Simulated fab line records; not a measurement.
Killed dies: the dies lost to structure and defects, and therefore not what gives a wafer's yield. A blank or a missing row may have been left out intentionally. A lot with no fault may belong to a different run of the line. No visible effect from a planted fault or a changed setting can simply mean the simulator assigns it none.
Which tool was responsible? + flow n5_finfet + 24 lots with 72 wafers sampled at 6 steps, on a route of 1938 steps

== WHAT THE GAUGES READ, wafer by wafer ==
N5_BEOL_M4_INSPECT_59: inspects for defects (darkfield).
| lot  | measured     | on                | raw_defect_count |
|------|--------------|-------------------|------------------|
| L075 | day 13 18:11 | defect_inspect-02 | 30 37 33         |
| L078 | day 14 04:28 | defect_inspect-01 | 79 61 99         |
| L077 | day 14 20:04 | defect_inspect-01 | 136 104 138      |
| L084 | day 14 20:28 | defect_inspect-02 | 85 46 56         |
| L074 | day 15 11:35 | defect_inspect-01 | 134 83 42        |
| L079 | day 15 17:02 | defect_inspect-01 | 61 93 92         |
| L080 | day 16 00:27 | defect_inspect-02 | 50 116 75        |
| L076 | day 16 11:25 | defect_inspect-02 | 64 79 60         |
| L083 | day 16 22:41 | defect_inspect-02 | 47 39 39         |
| L081 | day 17 03:31 | defect_inspect-01 | 82 92 75         |
| L082 | day 17 06:55 | defect_inspect-01 | 110 79 52        |
| L085 | day 17 07:17 | defect_inspect-02 | 29 54 44         |
| L087 | day 17 15:13 | defect_inspect-01 | 62 49 94         |
| L091 | day 17 15:20 | defect_inspect-01 | 49 53 67         |
| L086 | day 17 18:31 | defect_inspect-02 | 58 37 46         |
| L090 | day 17 20:20 | defect_inspect-01 | 103 92 126       |
| L088 | day 18 01:55 | defect_inspect-02 | 56 86 103        |
| L089 | day 18 06:19 | defect_inspect-01 | 111 100 86       |
| L093 | day 19 02:23 | defect_inspect-02 | 100 49 51        |
| L092 | day 19 03:34 | defect_inspect-01 | 61 108 88        |
| L095 | day 19 04:06 | defect_inspect-01 | 70 61 90         |
| L094 | day 20 03:54 | defect_inspect-01 | 67 76 59         |
| L096 | day 20 05:24 | defect_inspect-02 | 134 84 104       |
| L097 | day 20 12:01 | defect_inspect-01 | 117 107 60       |

N5_BEOL_M5_INSPECT_13: inspects for defects (brightfield).
| lot  | measured     | on                | raw_defect_count |
|------|--------------|-------------------|------------------|
| L075 | day 13 21:22 | defect_inspect-02 | 307 303 382      |
| L078 | day 14 07:01 | defect_inspect-02 | 500 540 538      |
| L077 | day 14 23:19 | defect_inspect-01 | 486 349 417      |
| L084 | day 15 01:16 | defect_inspect-01 | 362 412 445      |
| L074 | day 15 13:49 | defect_inspect-01 | 642 520 359      |
| L079 | day 15 19:47 | defect_inspect-02 | 303 312 383      |
| L080 | day 16 03:05 | defect_inspect-02 | 383 551 364      |
| L076 | day 16 14:00 | defect_inspect-02 | 347 299 236      |
| L083 | day 17 02:24 | defect_inspect-01 | 399 396 347      |
| L081 | day 17 07:11 | defect_inspect-01 | 409 478 414      |
| L082 | day 17 09:46 | defect_inspect-01 | 516 352 377      |
| L085 | day 17 15:00 | defect_inspect-01 | 343 354 376      |
| L087 | day 17 19:32 | defect_inspect-02 | 297 272 471      |
| L091 | day 17 19:27 | defect_inspect-02 | 330 288 329      |
| L086 | day 17 22:28 | defect_inspect-02 | 387 272 347      |
| L090 | day 17 23:10 | defect_inspect-02 | 328 317 509      |
| L088 | day 18 05:46 | defect_inspect-01 | 419 457 398      |
| L089 | day 18 09:56 | defect_inspect-02 | 425 383 347      |
| L093 | day 19 05:59 | defect_inspect-02 | 391 345 309      |
| L092 | day 19 06:08 | defect_inspect-02 | 279 388 254      |
| L095 | day 19 06:44 | defect_inspect-02 | 448 373 528      |
| L094 | day 20 08:46 | defect_inspect-01 | 453 561 511      |
| L096 | day 20 08:57 | defect_inspect-01 | 694 550 823      |
| L097 | day 20 16:44 | defect_inspect-02 | 469 486 345      |

== EACH LOT AND THE TOOL THAT RAN IT (in order: tool; ch and the chambers of the sampled wafers; start) ==
| lot  | N5_BEOL_M4_ANNEAL_95         | N5_BEOL_M4_SPUTTER_96        | N5_BEOL_M5_PECVD_70             | N5_BEOL_M5_HM_DEP_02         |
|------|------------------------------|------------------------------|---------------------------------|------------------------------|
| L075 | pvd_sputter-03, day 13 16:58 | pvd_sputter-03, day 13 17:06 | pecvd-02 ch 0,1, day 13 19:53   | pvd_sputter-03, day 13 20:53 |
| L078 | pvd_sputter-03, day 14 03:05 | pvd_sputter-03, day 14 03:13 | pecvd-03 ch 0,2, day 14 06:03   | pvd_sputter-01, day 14 06:25 |
| L077 | pvd_sputter-01, day 14 18:52 | pvd_sputter-01, day 14 19:00 | pecvd-01 ch 0,1,2, day 14 21:41 | pvd_sputter-03, day 14 22:43 |
| L084 | pvd_sputter-02, day 14 19:15 | pvd_sputter-02, day 14 19:23 | pecvd-01 ch 0,1,2, day 14 22:04 | pvd_sputter-03, day 15 00:39 |
| L074 | pvd_sputter-01, day 15 10:21 | pvd_sputter-01, day 15 10:29 | pecvd-02 ch 0,1, day 15 13:11   | pvd_sputter-01, day 15 13:20 |
| L079 | pvd_sputter-01, day 15 15:17 | pvd_sputter-01, day 15 15:25 | pecvd-03 ch 0,1,2, day 15 19:07 | pvd_sputter-03, day 15 19:10 |
| L080 | pvd_sputter-01, day 15 23:02 | pvd_sputter-01, day 15 23:10 | pecvd-02 ch 0,1, day 16 02:32   | pvd_sputter-01, day 16 02:35 |
| L076 | pvd_sputter-02, day 16 10:12 | pvd_sputter-02, day 16 10:20 | pecvd-01 ch 0,1,2, day 16 13:01 | pvd_sputter-03, day 16 13:31 |
| L083 | pvd_sputter-03, day 16 21:29 | pvd_sputter-03, day 16 21:37 | pecvd-01 ch 0,1,2, day 17 00:18 | pvd_sputter-03, day 17 01:55 |
| L081 | pvd_sputter-01, day 17 02:17 | pvd_sputter-01, day 17 02:25 | pecvd-01 ch 0,1,2, day 17 05:07 | pvd_sputter-03, day 17 06:42 |
| L082 | pvd_sputter-02, day 17 05:42 | pvd_sputter-02, day 17 05:50 | pecvd-03 ch 0,1, day 17 08:31   | pvd_sputter-01, day 17 09:18 |
| L085 | pvd_sputter-03, day 17 06:05 | pvd_sputter-03, day 17 06:13 | pecvd-01 ch 0,2, day 17 10:21   | pvd_sputter-03, day 17 14:31 |
| L087 | pvd_sputter-03, day 17 13:59 | pvd_sputter-03, day 17 14:07 | pecvd-03 ch 0,1, day 17 17:18   | pvd_sputter-02, day 17 19:03 |
| L091 | pvd_sputter-02, day 17 14:03 | pvd_sputter-02, day 17 14:11 | pecvd-02 ch 0,1, day 17 16:57   | pvd_sputter-02, day 17 18:51 |
| L086 | pvd_sputter-01, day 17 17:16 | pvd_sputter-01, day 17 17:24 | pecvd-03 ch 0,1,2, day 17 20:37 | pvd_sputter-03, day 17 21:52 |
| L090 | pvd_sputter-01, day 17 19:06 | pvd_sputter-01, day 17 19:14 | pecvd-03 ch 0,1, day 17 21:57   | pvd_sputter-03, day 17 22:34 |
| L088 | pvd_sputter-01, day 18 00:42 | pvd_sputter-01, day 18 00:50 | pecvd-01 ch 0,2, day 18 03:32   | pvd_sputter-02, day 18 05:09 |
| L089 | pvd_sputter-03, day 18 05:04 | pvd_sputter-03, day 18 05:13 | pecvd-02 ch 0,2, day 18 07:55   | pvd_sputter-01, day 18 09:19 |
| L093 | pvd_sputter-02, day 19 01:10 | pvd_sputter-02, day 19 01:18 | pecvd-02 ch 0,1,2, day 19 04:28 | pvd_sputter-01, day 19 05:30 |
| L092 | pvd_sputter-03, day 19 02:16 | pvd_sputter-03, day 19 02:25 | pecvd-01 ch 1,2, day 19 05:10   | pvd_sputter-02, day 19 05:38 |
| L095 | pvd_sputter-01, day 19 02:53 | pvd_sputter-01, day 19 03:01 | pecvd-03 ch 0,1,2, day 19 06:12 | pvd_sputter-02, day 19 06:16 |
| L094 | pvd_sputter-01, day 20 02:41 | pvd_sputter-01, day 20 02:50 | pecvd-02 ch 0,1, day 20 06:25   | pvd_sputter-01, day 20 08:08 |
| L096 | pvd_sputter-03, day 20 04:11 | pvd_sputter-03, day 20 04:20 | pecvd-03 ch 0,2, day 20 07:01   | pvd_sputter-01, day 20 08:20 |
| L097 | pvd_sputter-02, day 20 10:47 | pvd_sputter-02, day 20 10:56 | pecvd-02 ch 0,1,2, day 20 13:37 | pvd_sputter-01, day 20 16:16 |
- N5_BEOL_M4_ANNEAL_95: time 240 s.
- N5_BEOL_M4_SPUTTER_96: material Cu, target thk 4.5 nm, time 8.29 s.
- N5_BEOL_M5_PECVD_70: deposits SiO2 from TEOS/O2, target thk 16 nm, time 18 s.
- N5_BEOL_M5_HM_DEP_02: deposits TiN, target thk 20 nm.

== AS READ BY THE TOOLS THEMSELVES (means over the sampled wafers that have a number; for cases with no such wafer, the mark the record gives instead) ==
N5_BEOL_M4_ANNEAL_95.
| lot  | tool           | heater_power_w (W) | susceptor_temp_C_max |
|------|----------------|--------------------|----------------------|
| L075 | pvd_sputter-03 | 847                | 401.8                |
| L078 | pvd_sputter-03 | 875                | 401.3                |
| L077 | pvd_sputter-01 | 906                | 400.9                |
| L084 | pvd_sputter-02 | 850                | 400.9                |
| L074 | pvd_sputter-01 | 827                | 400.8                |
| L079 | pvd_sputter-01 | 833                | 400.9                |
| L080 | pvd_sputter-01 | 828                | 400.8                |
| L076 | pvd_sputter-02 | 889                | 400.7                |
| L083 | pvd_sputter-03 | 827                | 401.2                |
| L081 | pvd_sputter-01 | 871                | 400.5                |
| L082 | pvd_sputter-02 | 864                | 400.9                |
| L085 | pvd_sputter-03 | 848                | 401.2                |
| L087 | pvd_sputter-03 | 808                | 401.1                |
| L091 | pvd_sputter-02 | 856                | 400.7                |
| L086 | pvd_sputter-01 | 850                | 400.7                |
| L090 | pvd_sputter-01 | 883                | 400.9                |
| L088 | pvd_sputter-01 | 834                | 400.8                |
| L089 | pvd_sputter-03 | 767                | 401.3                |
| L093 | pvd_sputter-02 | 837                | 400.8                |
| L092 | pvd_sputter-03 | 813                | 401.4                |
| L095 | pvd_sputter-01 | 791                | 401.0                |
| L094 | pvd_sputter-01 | 840                | 400.7                |
| L096 | pvd_sputter-03 | 843                | 401.2                |
| L097 | pvd_sputter-02 | 836                | 400.8                |

N5_BEOL_M4_SPUTTER_96.
| lot  | tool           | throttle_valve_pct (%) |
|------|----------------|------------------------|
| L075 | pvd_sputter-03 | 30.7                   |
| L078 | pvd_sputter-03 | 30.7                   |
| L077 | pvd_sputter-01 | 28.9                   |
| L084 | pvd_sputter-02 | 30.5                   |
| L074 | pvd_sputter-01 | 29.1                   |
| L079 | pvd_sputter-01 | 29.1                   |
| L080 | pvd_sputter-01 | 29.5                   |
| L076 | pvd_sputter-02 | 31.1                   |
| L083 | pvd_sputter-03 | 30.2                   |
| L081 | pvd_sputter-01 | 28.3                   |
| L082 | pvd_sputter-02 | 30.7                   |
| L085 | pvd_sputter-03 | 30.2                   |
| L087 | pvd_sputter-03 | 30.1                   |
| L091 | pvd_sputter-02 | 30.8                   |
| L086 | pvd_sputter-01 | 29.5                   |
| L090 | pvd_sputter-01 | 28.1                   |
| L088 | pvd_sputter-01 | 27.8                   |
| L089 | pvd_sputter-03 | 30.1                   |
| L093 | pvd_sputter-02 | 30.4                   |
| L092 | pvd_sputter-03 | 30.1                   |
| L095 | pvd_sputter-01 | 28.9                   |
| L094 | pvd_sputter-01 | 27.8                   |
| L096 | pvd_sputter-03 | 29.9                   |
| L097 | pvd_sputter-02 | 30.6                   |

N5_BEOL_M5_PECVD_70.
| lot  | tool     | heater_power_outer_w (W) | heater_power_w (W) | showerhead_plenum_p_Torr (Torr) | throttle_valve_pct (%) |
|------|----------|--------------------------|--------------------|---------------------------------|------------------------|
| L075 | pecvd-02 | 301                      | 528                | 8.83                            | 21.2                   |
| L078 | pecvd-03 | 474                      | 823                | 8.78                            | 22.8                   |
| L077 | pecvd-01 | 448                      | 723                | 8.86                            | 22.0                   |
| L084 | pecvd-01 | 451                      | 719                | 8.83                            | 22.0                   |
| L074 | pecvd-02 | 280                      | 518                | 8.83                            | 21.8                   |
| L079 | pecvd-03 | 447                      | 758                | 8.80                            | 22.6                   |
| L080 | pecvd-02 | 301                      | 548                | 8.84                            | 21.9                   |
| L076 | pecvd-01 | 409                      | 666                | 8.83                            | 21.8                   |
| L083 | pecvd-01 | 443                      | 708                | 8.83                            | 22.0                   |
| L081 | pecvd-01 | 440                      | 697                | 8.84                            | 22.0                   |
| L082 | pecvd-03 | 448                      | 783                | 8.78                            | 23.1                   |
| L085 | pecvd-01 | 434                      | 661                | 8.82                            | 22.3                   |
| L087 | pecvd-03 | 460                      | 809                | 8.79                            | 23.0                   |
| L091 | pecvd-02 | 291                      | 510                | 8.83                            | 21.4                   |
| L086 | pecvd-03 | 446                      | 777                | 8.82                            | 22.7                   |
| L090 | pecvd-03 | 418                      | 746                | 8.79                            | 22.9                   |
| L088 | pecvd-01 | 447                      | 683                | 8.81                            | 22.3                   |
| L089 | pecvd-02 | 429                      | 676                | 8.72                            | 22.6                   |
| L093 | pecvd-02 | 332                      | 561                | 8.78                            | 21.8                   |
| L092 | pecvd-01 | 445                      | 741                | 8.87                            | 20.8                   |
| L095 | pecvd-03 | 482                      | 814                | 8.82                            | 22.8                   |
| L094 | pecvd-02 | 274                      | 512                | 8.84                            | 22.2                   |
| L096 | pecvd-03 | 517                      | 889                | 8.79                            | 23.3                   |
| L097 | pecvd-02 | 364                      | 608                | 8.78                            | 22.0                   |

N5_BEOL_M5_HM_DEP_02.
| lot  | tool           | throttle_valve_pct (%) |
|------|----------------|------------------------|
| L075 | pvd_sputter-03 | 30.0                   |
| L078 | pvd_sputter-01 | 28.3                   |
| L077 | pvd_sputter-03 | 30.1                   |
| L084 | pvd_sputter-03 | 30.3                   |
| L074 | pvd_sputter-01 | 29.5                   |
| L079 | pvd_sputter-03 | 30.3                   |
| L080 | pvd_sputter-01 | 29.1                   |
| L076 | pvd_sputter-03 | 30.1                   |
| L083 | pvd_sputter-03 | 30.2                   |
| L081 | pvd_sputter-03 | 30.0                   |
| L082 | pvd_sputter-01 | 28.8                   |
| L085 | pvd_sputter-03 | 29.9                   |
| L087 | pvd_sputter-02 | 30.6                   |
| L091 | pvd_sputter-02 | 30.8                   |
| L086 | pvd_sputter-03 | 30.3                   |
| L090 | pvd_sputter-03 | 29.8                   |
| L088 | pvd_sputter-02 | 30.9                   |
| L089 | pvd_sputter-01 | 29.2                   |
| L093 | pvd_sputter-01 | 29.1                   |
| L092 | pvd_sputter-02 | 30.5                   |
| L095 | pvd_sputter-02 | 31.1                   |
| L094 | pvd_sputter-01 | 29.0                   |
| L096 | pvd_sputter-01 | 28.4                   |
| L097 | pvd_sputter-01 | 29.7                   |

== THE ANSWER, worked out from the rows above alone ==
Rule: usual is defined by the lots themselves. The widest of any qualifying gaps counts: lots, ordered by their means at a reading, are off when they make up no more than a third of the lots, leave a main group of 4 or more, and stand apart from it by 3 or more times the standard deviation of that group's means. If all means in a main group match to the digits the tables above print for the reading, that group is not used. Also off: a lot with no number at a reading for which 4 or more lots have one. Where the step has rows for the other lots, those lots are counted as sound. First the gauges in route order, then the tools' own readings, where a lot's mean is used as printed above. The first step at which some lot is off is used, and at that step the reading that is off furthest; a lot without a number counts as furthest.
No lot is off on any of the readings shown, so nothing can be concluded from this.

== WHAT THE SIMULATOR HAD INSERTED ==
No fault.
